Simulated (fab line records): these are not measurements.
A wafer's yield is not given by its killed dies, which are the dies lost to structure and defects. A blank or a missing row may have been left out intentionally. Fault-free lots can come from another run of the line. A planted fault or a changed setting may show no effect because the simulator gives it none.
fab line records + flow n5Finfet
[record]
- lots = 4
- wafers = 12
- lastDay = 17
route steps=1938 shown BEOL_M4@1099 BEOL_M5@1112 PAD_METAL@1896 PASSIVATION@1936
lots with no fault: from the same line, run without faults
startH: hours from the record's first day to the start of the lot's first wafer shown + waitH: hours since the lot's step before + " repeats the value in the row above + L1.1+2: several wafers, shown together as one row + - value missing, or start not given + * or withheld: withheld + < > ~ a bound
route shown NAME@n: names a module that has steps shown in the file, with the first one's number in the route + usual: average and standard deviation across the fault-free wafers + same: alike in all rows + chamber/n: place in a boat + sites: readings site by site + _std_site: their standard deviation + _edge_site: inner sites' mean taken away from outer sites' mean + radiusMm: for every site, how far away it sits from the centre of the wafer + mask NAME#n: copy n + behind: tool/chamber where the wafer was last shaped + hold: cause of the lot's hold/its duration in hours/its outcome + device: whichever transistor did not switch (one of n, p or np) + end of line: at the end of the route, the tests of the same wafers + where a step has no rows: the recipe by itself + killed: dies lost to structure and defects at the first sort, not the wafer's yield + map: dies across one wafer; x = killed, . = not, _ = none there
set.NAME: the setting as run; set.NAME@STEP: as run at that earlier step + model.NAME: the simulator's own value behind a step, which no gauge read
a table for each step, a row for each wafer; lots at some steps of the route
services: when a tool's chamber went out of use (startH, in hours from the record's first day, below 0 if earlier), for how many hours, and the reason
[[steps]]
[step N5_BEOL_M4_ANNEAL_95]
[recipe]
- tempC = 400
- timeS = 240
- ambient = vacuum
[step N5_BEOL_M4_SPUTTER_96]
[recipe]
- material = Cu
- targetThkA = 45
- tempC = -20
- chamberPressurePa = 0.07
- powerW = withheld
- timeS = 8.29
[step N5_BEOL_M4_ECD_50]
[recipe]
- material = Cu
- targetThkA = 3000
[step N5_BEOL_M4_ANNEAL_51]
[recipe]
- tempC = 225
- timeS = 90
- ambient = N2
[step N5_BEOL_M4_CMP_52]
[recipe]
- stopOn = SiOC
- tOverpolishS = 6.8
- downForcePsi = 1
- platenRpm = 50
- clearingPlatenDownForcePsi = 1.5
- clearingPlatenRpm = 50
- postCmpClean = cuAlkaline
- targetThkNm = 40
- clearingPlatenPadVelocityMS = 0.99484
- padVelocityMS = 0.99484
[step N5_BEOL_M4_PRE_CLEAN_60]
[recipe]
- gas = NH3/H2
- timeS = 15
- tempC = *
- rfPowerW = 300
[step N5_BEOL_M4_CO_CAP_55]
[recipe]
- material = Co
- targetThkA = 20
- tempC = 200
- precursor = CCTBA/H2
- pressureTorr = 30
- timeS = 102.1
[step N5_BEOL_M4_PRE_CLEAN_56]
[recipe]
- gas = NH3
- timeS = 15
- tempC = withheld
- rfPowerW = 300
[step N5_BEOL_M4_DEP_57]
[recipe]
- material = SiCN
- targetThkA = 80
- tempC = withheld
- precursor = 3MS/NH3
- pressureTorr = 3
- rfW = 202
- timeS = 14
[step N5_BEOL_M4_RC_MEAS_101]
[usual]
- DIBL_N = 36.5/2.2
- DIBL_P = 36.9/2.9
- IOFF_N = 0.17/0.044
- IOFF_P = 0.22/0.052
- ION_N = 671/16
- ION_P = 461/10
- SS_N = 71.6/0.73
- SS_P = 73.5/0.79
- VT_N = 250/4.1
- VT_P = -250/4.1
| lot.wafer | tool      | chamber | startH | waitH | DIBL_N[mV/V] | DIBL_P[mV/V] | IOFF_N[nA/um] | IOFF_P[nA/um] | ION_N[uA/um] | ION_P[uA/um] | SS_N[mV/dec] | SS_P[mV/dec] | VT_N[mV] | VT_P[mV] |
|-----------|-----------|---------|--------|-------|--------------|--------------|---------------|---------------|--------------|--------------|--------------|--------------|----------|----------|
| L186.2    | prober-01 | 0       | 178.79 | 0.2   | 33.2         | 33.3         | 0.11          | 0.14          | 671          | 456          | 70.3         | 72.2         | 254      | -258     |
| L186.3    | "         | 0       | "      | "     | 31.7         | 33.4         | 0.09          | 0.14          | 645          | 451          | 69.8         | 72.1         | 259      | -257     |
| L186.4    | "         | 0       | "      | "     | 34.6         | 33.1         | 0.12          | 0.13          | 650          | 444          | 71.3         | 72.3         | 257      | -260     |
| L198.4    | prober-02 | 0       | 259.03 | 0.5   | 38.6         | 40.0         | 0.23          | 0.27          | 699          | 472          | 72.3         | 73.7         | 245      | -246     |
| L198.5    | "         | 0       | "      | "     | 37.7         | 37.5         | 0.20          | 0.23          | 671          | 457          | 72.1         | 74.2         | 247      | -246     |
| L198.6    | "         | 0       | "      | "     | 38.1         | 40.1         | 0.22          | 0.29          | 689          | 473          | 71.1         | 74.0         | 245      | -243     |
| L200.2    | prober-02 | 0       | 268.72 | 0.2   | 38.8         | 40.6         | 0.19          | 0.26          | 666          | 463          | 71.6         | 74.2         | 248      | -248     |
| L200.4    | "         | 0       | "      | "     | 34.5         | 34.9         | 0.13          | 0.18          | 662          | 460          | 71.5         | 73.4         | 253      | -252     |
| L200.6    | "         | 0       | "      | "     | 34.7         | 35.1         | 0.12          | 0.18          | 662          | 455          | 71.3         | 73.3         | 254      | -257     |
| L203.1    | prober-02 | 0       | 290.62 | 0.0   | 34.7         | 34.4         | 0.14          | 0.19          | 666          | 459          | 71.3         | 72.9         | 250      | -249     |
| L203.5    | "         | 0       | "      | "     | 36.5         | 38.7         | 0.17          | 0.25          | 680          | 472          | 70.9         | 74.2         | 247      | -245     |
| L203.6    | "         | 0       | "      | "     | 34.5         | 36.3         | 0.13          | 0.22          | 645          | 454          | 70.6         | 73.6         | 253      | -249     |
[step N5_BEOL_M5_ILD_DEP_00]
[recipe]
- material = SiCOH_lowk
- targetThkA = 1406.4
- tempC = 300
- precursor = DEMS/porogen
- pressureTorr = 5
- rfW = 500
- timeS = 25.9
[step N5_BEOL_M5_CURE_79]
[recipe]
- tempC = 385
- timeS = 240
- ambient = He/Ar
- material = SiCOH_lowk
[step N5_BEOL_M5_PECVD_70]
[recipe]
- material = SiO2
- targetThkA = 160
- tempC = 400
- precursor = TEOS/O2
- pressureTorr = 5.5
- rfW = 450
- teosFlowSccm = 53.8
- gas = O2
- flowSccm = 3000
- timeS = 18
[step N5_BEOL_M5_HM_DEP_02]
[recipe]
- material = TiN
- targetThkA = 200
- tempC = 25
- chamberPressurePa = 0.49996
[step N5_BEOL_M5_COAT_59]
[recipe]
- resist = SOC
- tempC = 250
- timeS = 60
- spinRpm = 1500
- resistThkNm = 60
[step N5_BEOL_M5_COAT_60]
[recipe]
- resist = SiARC
- tempC = 220
- timeS = 60
- spinRpm = 1500
- resistThkNm = 12
[step N5_BEOL_M5_COAT_71]
[recipe]
- resist = underlayer
- tempC = 205
- timeS = 60
- spinRpm = 1500
- resistThkNm = 5
[step N5_BEOL_M5_COAT_05]
[recipe]
- resist = CAR-EUV
- spinRpm = 1500
- resistThkNm = 30
[step N5_BEOL_M5_EBR_07]
[recipe]
- solvent = PGMEA
- ebrWidthMm = 1.5
[step N5_BEOL_M5_SOFTBAKE_06]
[recipe]
- tempC = 110
- timeS = 60
- resist = CAR-EUV
[step N5_BEOL_M5_EXPOSE_08]
[recipe]
- maskId = M5
- na = 0.33
- sourceShape = annular
- sigmaInner = 0.4
- sigmaOuter = 0.8
- polarization = unpolarized
- targetCdNm = 28
- doseMj = 35.75
[step N5_BEOL_M5_PEB_09]
[recipe]
- pebTempC = 100
- pebTimeS = 60
- resist = CAR-EUV
[step N5_BEOL_M5_DEVELOP_10]
[recipe]
- developTimeS = 30
- developer = TMAH
- resist = CAR-EUV
- rinseLiquid = surfactantRinse
- dry = airSpin
- devTempC = 23
[step N5_BEOL_M5_DESCUM_16]
[recipe]
- chemistry = O2
- timeS = 7
- sourcePowerW = 50
- biasPowerW = 20
- pressureMtorr = 20
- rfFrequencyHz = 2.712e+07
- tempC = 40
- resist = CAR-EUV
- o2FlowSccm = 225
[step N5_BEOL_M5_ETCH_72]
[recipe]
- chemistry = N2/H2
- target = underlayer
- targetDepthA = 65
- maskMaterial = CAR-EUV
- timeS = 5.2
- ionEnergyEv = 200
- pressureMtorr = 30
- sourceW = 840
- biasW = 150
- n2FlowSccm = 200
- h2FlowSccm = 200
- ends = cleared
[step N5_BEOL_M5_ETCH_61]
[recipe]
- chemistry = CF4
- target = SiARC
- targetDepthA = 156
- maskMaterial = CAR-EUV
- timeS = 26
- ionEnergyEv = 80
- pressureMtorr = 40
- sourceW = 545
- biasW = 36
- Ar_flow_sccm = 100
- cf4FlowSccm = 100
- ends = cleared
[step N5_BEOL_M5_ETCH_62]
[recipe]
- chemistry = N2/H2
- target = SOC
- targetDepthA = 750
- overetchA = 150
- maskMaterial = SiARC
- tempC = 40
- timeS = 112.5
- ionEnergyEv = 200
- pressureMtorr = 30
- sourceW = 840
- biasW = 150
- n2FlowSccm = 200
- h2FlowSccm = 200
[step N5_BEOL_M5_STRIP_63]
[recipe]
- chemistry = N2/H2
- tempC = 40
- n2FlowSccm = 200
- h2FlowSccm = 200
- rfFrequencyHz = 6e+07
[step N5_BEOL_M5_STRIP_73]
[recipe]
- chemistry = N2/H2
- tempC = 40
- n2FlowSccm = 200
- h2FlowSccm = 200
- rfFrequencyHz = 6e+07
[step N5_BEOL_M5_STRIP_64]
[recipe]
- chemistry = CF4
- resist = SiARC
- powerW = 300
- biasPowerW = 75
- pressureMtorr = 50
- cf4FlowSccm = 150
- rfFrequencyHz = 6e+07
[step N5_BEOL_M5_HM_OPEN_17]
[recipe]
- chemistry = Cl2/BCl3
- targetDepthA = 200
- overetchA = 60
- target = TiN
- maskMaterial = SOC
- ionEnergyEv = 150
- pressureMtorr = 10
- icpW = 1000
- biasW = 126
- Cl2_flow_sccm = 53.25
- bcl3FlowSccm = 21.75
- Ar_flow_sccm = 25
[step N5_BEOL_M5_STRIP_19]
[recipe]
- chemistry = O2
- powerW = 400
- tempC = 40
- pressureMtorr = 30
- rfFrequencyHz = 6e+07
- biasPowerW = 0
- overashFraction = 0.2
- o2FlowSccm = 225
[step N5_BEOL_M5_COAT_65]
[recipe]
- resist = SOC
- tempC = 250
- timeS = 60
- spinRpm = 1500
- resistThkNm = 60
[step N5_BEOL_M5_COAT_66]
[recipe]
- resist = SiARC
- tempC = 220
- timeS = 60
- spinRpm = 1500
- resistThkNm = 12
[step N5_PASSIVATION_AL_DEP_21]
[recipe]
- material = Al
- targetThkA = 28000
- tempC = 400
- timeS = 170
- powerW = 30000
- chamberPressurePa = 0.4
- gas = Ar
[usual]
- cathodeDcPowerW = 30000/4.8
- chamberPressurePa = 0.4000/0.00083
- throttleValvePct = 30.2/0.69
| lot.wafer | tool          | chamber | startH | waitH | cathodeDcPowerW | chamberPressurePa | throttleValvePct |
|-----------|---------------|---------|--------|-------|-----------------|-------------------|------------------|
| L186.2    | pvdSputter-03 | -       | 284.95 | 0.1   | 30006           | 0.4005            | 30.3             |
| L186.3    | "             | -       | "      | "     | 30005           | 0.3995            | 29.5             |
| L186.4    | "             | -       | "      | "     | 29993           | 0.3990            | 29.6             |
| L198.4    | pvdSputter-03 | -       | 360.05 | 0.1   | -               | -                 | -                |
| L198.5    | "             | -       | "      | "     | -               | -                 | -                |
| L198.6    | "             | -       | "      | "     | -               | -                 | -                |
| L200.2    | pvdSputter-03 | -       | 368.97 | 0.1   | -               | -                 | -                |
| L200.4    | "             | -       | "      | "     | -               | -                 | -                |
| L200.6    | "             | -       | "      | "     | -               | -                 | -                |
| L203.1    | pvdSputter-01 | -       | 396.25 | 0.1   | 29997           | 0.4002            | 31.1             |
| L203.5    | "             | -       | "      | "     | 30004           | 0.4001            | 31.1             |
| L203.6    | "             | -       | "      | "     | 30003           | 0.3999            | 31.0             |
[step N5_PASSIVATION_PROBE_49]
[usual]
- defectLimitedYield = 91.3/1.4
- killed_at_M0_to_M3 = 36/10
- killed_at_M4_up = 13/5.4
- killedAtContacts = 12/5.3
- killedAtFrontEnd = 39/10
- killedAtOther = 3.2/2.7
- killedDies = 103/16
- killedOnRim = 13/4
- killedOpen = 68/13
- killedShort = 33/6.6
- sort_bin_5_function = 5.1/0.92
- sort_bin_6_memory = 3.3/0.68
- sort_bin_8_speed = 0.1/0.41
- sortNPass = 1077/17
- sortYieldPct = 91.2/1.4
[same]
- grossDies = 1180
- killedAtBackSide = 0
- sort_bin_4_leakage[%] = 0
| lot.wafer | tool      | chamber | startH | waitH | defectLimitedYield[%] | killed_at_M0_to_M3 | killed_at_M4_up | killedAtContacts | killedAtFrontEnd | killedAtOther | killedDies | killedOnRim | killedOpen | killedShort | sort_bin_5_function[%] | sort_bin_6_memory[%] | sort_bin_8_speed[%] | sortNPass | sortYieldPct[%] |
|-----------|-----------|---------|--------|-------|-----------------------|--------------------|-----------------|------------------|------------------|---------------|------------|-------------|------------|-------------|------------------------|----------------------|---------------------|-----------|-----------------|
| L186.2    | prober-01 | -       | 290.94 | 0.1   | 91.6                  | 39                 | 13              | 10               | 33               | 4             | 99         | 13          | 71         | 25          | 3.7                    | 4.4                  | 0                   | 1081      | 91.6            |
| L186.3    | prober-01 | -       | 290.99 | 0.1   | 92.1                  | 41                 | 7               | 6                | 38               | 1             | 93         | 10          | 58         | 32          | 4.7                    | 3.0                  | 0                   | 1087      | 92.1            |
| L186.4    | prober-01 | -       | 291.04 | 0.2   | 92.7                  | 32                 | 6               | 11               | 35               | 2             | 86         | 6           | 64         | 21          | 5.3                    | 1.9                  | 0.3                 | 1091      | 92.5            |
| L198.4    | prober-01 | -       | 365.76 | 0.3   | 0                     | 4                  | 7               | 0                | 3                | 1166          | 1180       | 152         | 12         | 2           | 73.4                   | 2.7                  | 0                   | 0         | 0               |
| L198.5    | prober-01 | -       | 365.81 | 0.4   | 0                     | 4                  | 3               | 2                | 4                | 1167          | 1180       | 152         | 10         | 4           | 72.8                   | 3.0                  | 0                   | 0         | 0               |
| L198.6    | prober-01 | -       | 365.86 | 0.4   | 0                     | 4                  | 4               | 1                | 5                | 1166          | 1180       | 152         | 13         | 2           | 74.7                   | 2.5                  | 0                   | 0         | 0               |
| L200.2    | prober-02 | -       | 374.87 | 0.1   | 0                     | 7                  | 3               | 2                | 3                | 1165          | 1180       | 152         | 11         | 4           | 73.7                   | 3.8                  | 0                   | 0         | 0               |
| L200.4    | prober-02 | -       | 374.97 | 0.2   | 0                     | 7                  | 5               | 1                | 4                | 1163          | 1180       | 152         | 12         | 5           | 76.2                   | 2.6                  | 0                   | 0         | 0               |
| L200.6    | prober-02 | -       | 375.07 | 0.3   | 0                     | 7                  | 3               | 0                | 14               | 1156          | 1180       | 152         | 14         | 10          | 71.9                   | 3.1                  | 0                   | 0         | 0               |
| L203.1    | prober-01 | -       | 402.36 | 0.0   | 91.9                  | 36                 | 8               | 17               | 34               | 0             | 95         | 10          | 55         | 38          | 4.4                    | 3.3                  | 0                   | 1085      | 91.9            |
| L203.5    | prober-01 | -       | 402.56 | 0.2   | 90.3                  | 57                 | 3               | 20               | 33               | 1             | 114        | 13          | 82         | 31          | 5.5                    | 3.8                  | 0                   | 1066      | 90.3            |
| L203.6    | prober-01 | -       | 402.61 | 0.3   | 90.2                  | 41                 | 11              | 27               | 33               | 4             | 116        | 13          | 87         | 26          | 4.9                    | 4.7                  | 0                   | 1064      | 90.2            |
// killed by level:class
L186.2 FIN_SAQP:geometricParticle:open=14 BEOL_M2:geometricParticle:open=13 MOL_CONTACT_COAG:geometricParticle:open=9 BEOL_M3:geometricParticle:open=6 FIN_SAQP:geometricParticle:short=4 BEOL_M0:geometricParticle:short=4 BEOL_M7:geometricParticle:open=4 BEOL_M0_SAQP:geometricParticle:open=3
L186.3 FIN_SAQP:geometricParticle:open=7 BEOL_M0:geometricParticle:short=7 BEOL_M1:geometricParticle:open=7 BEOL_M3:geometricParticle:open=7 STI_FIN_REVEAL:geometricParticle:open=6 DUMMY_GATE:geometricParticle:open=6 BEOL_M2:geometricParticle:open=6 FIN_SAQP:geometricParticle:short=5
L186.4 MOL_CONTACT_COAG:geometricParticle:open=10 BEOL_M0:geometricParticle:open=8 BEOL_M2:geometricParticle:open=7 BEOL_M3:geometricParticle:open=7 FIN_SAQP:geometricParticle:open=6 FIN_SAQP:geometricParticle:short=5 DUMMY_GATE:geometricParticle:open=5 STARTING-WAFER:geometricParticle:short=5
L198.4 PASSIVATION:lostPattern=1160 PAD_METAL:areaDep=6 BEOL_M4:geometricParticle:open=5 FIN_SAQP:geometricParticle:open=2 DUMMY_GATE:geometricParticle:open=1 BEOL_M0_SAQP:geometricParticle:short=1 BEOL_M2:geometricParticle:short=1 BEOL_M2:geometricParticle:open=1
L198.5 PASSIVATION:lostPattern=1159 PAD_METAL:areaDep=7 FIN_SAQP:geometricParticle:open=3 ILD0:geometricParticle:short=1 MOL_CONTACT_COAG:geometricParticle:short=1 MOL_CONTACT_COAG:geometricParticle:open=1 BEOL_M0_SAQP:geometricParticle:short=1 BEOL_M0_SAQP:geometricParticle:open=1
L198.6 PASSIVATION:lostPattern=1162 FIN_SAQP:geometricParticle:open=3 PAD_METAL:areaDep=3 BEOL_M0_SAQP:geometricParticle:open=2 BEOL_M4:geometricParticle:open=2 FIN_SAQP:geometricParticle:short=1 STI_FIN_REVEAL:geometricParticle:open=1 MOL_CONTACT_COAG:geometricParticle:open=1
L200.2 PASSIVATION:lostPattern=1156 PAD_METAL:areaDep=9 BEOL_M0_SAQP:geometricParticle:open=2 BEOL_M2:geometricParticle:open=2 BEOL_M1:geometricParticle:open=1 FIN_SAQP:geometricParticle:open=1 STI_FIN_REVEAL:geometricParticle:open=1 MOL_CONTACT_COAG:geometricParticle:open=1
L200.4 PASSIVATION:lostPattern=1156 PAD_METAL:areaDep=7 BEOL_M0_SAQP:geometricParticle:short=2 BEOL_M0:geometricParticle:open=2 BEOL_M1:geometricParticle:open=2 FIN_SAQP:geometricParticle:open=1 STI_FIN_REVEAL:geometricParticle:open=1 GATE_CUT:geometricParticle:short=1
L200.6 PASSIVATION:lostPattern=1153 STI_FIN_REVEAL:geometricParticle:open=3 BEOL_M0_SAQP:geometricParticle:open=3 PAD_METAL:areaDep=3 DUMMY_GATE:geometricParticle:open=2 GATE_CUT:geometricParticle:short=2 BEOL_M4:geometricParticle:open=2 FIN_SAQP:geometricParticle:open=1
L203.1 MOL_CONTACT_COAG:geometricParticle:open=14 BEOL_M0_SAQP:geometricParticle:short=9 STI_FIN_REVEAL:geometricParticle:open=8 STI_FIN_REVEAL:geometricParticle:short=6 GATE_CUT:geometricParticle:short=6 BEOL_M0_SAQP:geometricParticle:open=6 BEOL_M3:geometricParticle:open=5 BEOL_M4:geometricParticle:open=5
L203.5 STI_FIN_REVEAL:geometricParticle:open=17 MOL_CONTACT_COAG:geometricParticle:open=15 BEOL_M2:geometricParticle:open=15 BEOL_M0_SAQP:geometricParticle:short=9 BEOL_M3:geometricParticle:open=9 BEOL_M0:geometricParticle:open=6 BEOL_M1:geometricParticle:open=6 MOL_CONTACT_COAG:geometricParticle:short=5
L203.6 MOL_CONTACT_COAG:geometricParticle:open=23 BEOL_M1:geometricParticle:open=12 BEOL_M2:geometricParticle:open=11 STI_FIN_REVEAL:geometricParticle:open=7 BEOL_M0_SAQP:geometricParticle:open=6 BEOL_M4:geometricParticle:open=6 FIN_SAQP:geometricParticle:open=4 FIN_SAQP:geometricParticle:short=4
// map L198.4 (x killed, . not)
_________________xxxxxxxxxxxx________________
______________xxxxxxxxxxxxxxxxxx_____________
___________xxxxxxxxxxxxxxxxxxxxxxxx__________
__________xxxxxxxxxxxxxxxxxxxxxxxxxx_________
________xxxxxxxxxxxxxxxxxxxxxxxxxxxxxx_______
_______xxxxxxxxxxxxxxxxxxxxxxxxxxxxxxxx______
______xxxxxxxxxxxxxxxxxxxxxxxxxxxxxxxxxx_____
_____xxxxxxxxxxxxxxxxxxxxxxxxxxxxxxxxxxxx____
____xxxxxxxxxxxxxxxxxxxxxxxxxxxxxxxxxxxxxx___
___xxxxxxxxxxxxxxxxxxxxxxxxxxxxxxxxxxxxxxxx__
___xxxxxxxxxxxxxxxxxxxxxxxxxxxxxxxxxxxxxxxx__
__xxxxxxxxxxxxxxxxxxxxxxxxxxxxxxxxxxxxxxxxxx_
__xxxxxxxxxxxxxxxxxxxxxxxxxxxxxxxxxxxxxxxxxx_
_xxxxxxxxxxxxxxxxxxxxxxxxxxxxxxxxxxxxxxxxxxxx
_xxxxxxxxxxxxxxxxxxxxxxxxxxxxxxxxxxxxxxxxxxxx
_xxxxxxxxxxxxxxxxxxxxxxxxxxxxxxxxxxxxxxxxxxxx
_xxxxxxxxxxxxxxxxxxxxxxxxxxxxxxxxxxxxxxxxxxxx
_xxxxxxxxxxxxxxxxxxxxxxxxxxxxxxxxxxxxxxxxxxxx
_xxxxxxxxxxxxxxxxxxxxxxxxxxxxxxxxxxxxxxxxxxxx
_xxxxxxxxxxxxxxxxxxxxxxxxxxxxxxxxxxxxxxxxxxxx
_xxxxxxxxxxxxxxxxxxxxxxxxxxxxxxxxxxxxxxxxxxxx
__xxxxxxxxxxxxxxxxxxxxxxxxxxxxxxxxxxxxxxxxxx_
__xxxxxxxxxxxxxxxxxxxxxxxxxxxxxxxxxxxxxxxxxx_
___xxxxxxxxxxxxxxxxxxxxxxxxxxxxxxxxxxxxxxxx__
___xxxxxxxxxxxxxxxxxxxxxxxxxxxxxxxxxxxxxxxx__
____xxxxxxxxxxxxxxxxxxxxxxxxxxxxxxxxxxxxxx___
_____xxxxxxxxxxxxxxxxxxxxxxxxxxxxxxxxxxxx____
______xxxxxxxxxxxxxxxxxxxxxxxxxxxxxxxxxx_____
_______xxxxxxxxxxxxxxxxxxxxxxxxxxxxxxxx______
________xxxxxxxxxxxxxxxxxxxxxxxxxxxxxx_______
__________xxxxxxxxxxxxxxxxxxxxxxxxxx_________
___________xxxxxxxxxxxxxxxxxxxxxxxx__________
______________xxxxxxxxxxxxxxxxxx_____________
_________________xxxxxxxxxxxx________________
// map L200.2 (x killed, . not)
_________________xxxxxxxxxxxx________________
______________xxxxxxxxxxxxxxxxxx_____________
___________xxxxxxxxxxxxxxxxxxxxxxxx__________
__________xxxxxxxxxxxxxxxxxxxxxxxxxx_________
________xxxxxxxxxxxxxxxxxxxxxxxxxxxxxx_______
_______xxxxxxxxxxxxxxxxxxxxxxxxxxxxxxxx______
______xxxxxxxxxxxxxxxxxxxxxxxxxxxxxxxxxx_____
_____xxxxxxxxxxxxxxxxxxxxxxxxxxxxxxxxxxxx____
____xxxxxxxxxxxxxxxxxxxxxxxxxxxxxxxxxxxxxx___
___xxxxxxxxxxxxxxxxxxxxxxxxxxxxxxxxxxxxxxxx__
___xxxxxxxxxxxxxxxxxxxxxxxxxxxxxxxxxxxxxxxx__
__xxxxxxxxxxxxxxxxxxxxxxxxxxxxxxxxxxxxxxxxxx_
__xxxxxxxxxxxxxxxxxxxxxxxxxxxxxxxxxxxxxxxxxx_
_xxxxxxxxxxxxxxxxxxxxxxxxxxxxxxxxxxxxxxxxxxxx
_xxxxxxxxxxxxxxxxxxxxxxxxxxxxxxxxxxxxxxxxxxxx
_xxxxxxxxxxxxxxxxxxxxxxxxxxxxxxxxxxxxxxxxxxxx
_xxxxxxxxxxxxxxxxxxxxxxxxxxxxxxxxxxxxxxxxxxxx
_xxxxxxxxxxxxxxxxxxxxxxxxxxxxxxxxxxxxxxxxxxxx
_xxxxxxxxxxxxxxxxxxxxxxxxxxxxxxxxxxxxxxxxxxxx
_xxxxxxxxxxxxxxxxxxxxxxxxxxxxxxxxxxxxxxxxxxxx
_xxxxxxxxxxxxxxxxxxxxxxxxxxxxxxxxxxxxxxxxxxxx
__xxxxxxxxxxxxxxxxxxxxxxxxxxxxxxxxxxxxxxxxxx_
__xxxxxxxxxxxxxxxxxxxxxxxxxxxxxxxxxxxxxxxxxx_
___xxxxxxxxxxxxxxxxxxxxxxxxxxxxxxxxxxxxxxxx__
___xxxxxxxxxxxxxxxxxxxxxxxxxxxxxxxxxxxxxxxx__
____xxxxxxxxxxxxxxxxxxxxxxxxxxxxxxxxxxxxxx___
_____xxxxxxxxxxxxxxxxxxxxxxxxxxxxxxxxxxxx____
______xxxxxxxxxxxxxxxxxxxxxxxxxxxxxxxxxx_____
_______xxxxxxxxxxxxxxxxxxxxxxxxxxxxxxxx______
________xxxxxxxxxxxxxxxxxxxxxxxxxxxxxx_______
__________xxxxxxxxxxxxxxxxxxxxxxxxxx_________
___________xxxxxxxxxxxxxxxxxxxxxxxx__________
______________xxxxxxxxxxxxxxxxxx_____________
_________________xxxxxxxxxxxx________________
[[services]]
| tool          | chamber | startH | hours | kind   |
|---------------|---------|--------|-------|--------|
| pvdSputter-01 | -       | 367.25 | 3.0   | repair |
| pvdSputter-03 | -       | 385.93 | 7.3   | repair |
[[key]]
[firstSign]
- step = N5_PASSIVATION_AL_DEP_21
- reading = toolRecord
- direction = missing
[effect]
- step = N5_PASSIVATION_PROBE_49
- reading = killedAtOther
- direction = up
- sigmas = 99+
- usual = 3.2
- struck = 1163.8
metAt N5_PASSIVATION_AL_DEP_21
struckWafers L198.4,L198.5,L198.6,L200.2,L200.4,L200.6
laterRowsLeftOut L198.4,L198.5,L198.6,L200.2,L200.4,L200.6
onsetBetween 284.95 360.05
[fault]
- kind = skippedStepWhole
- tool = pvdSputter-03
- chamber = -
- onsetH = 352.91
- steps = N5_PASSIVATION_AL_DEP_21
- scope = struckLotsOnly
// laterRowsLeftOut: the simulator's readings of these wafers behind a module that went badly wrong aren't trusted and aren't shown, but for the sort
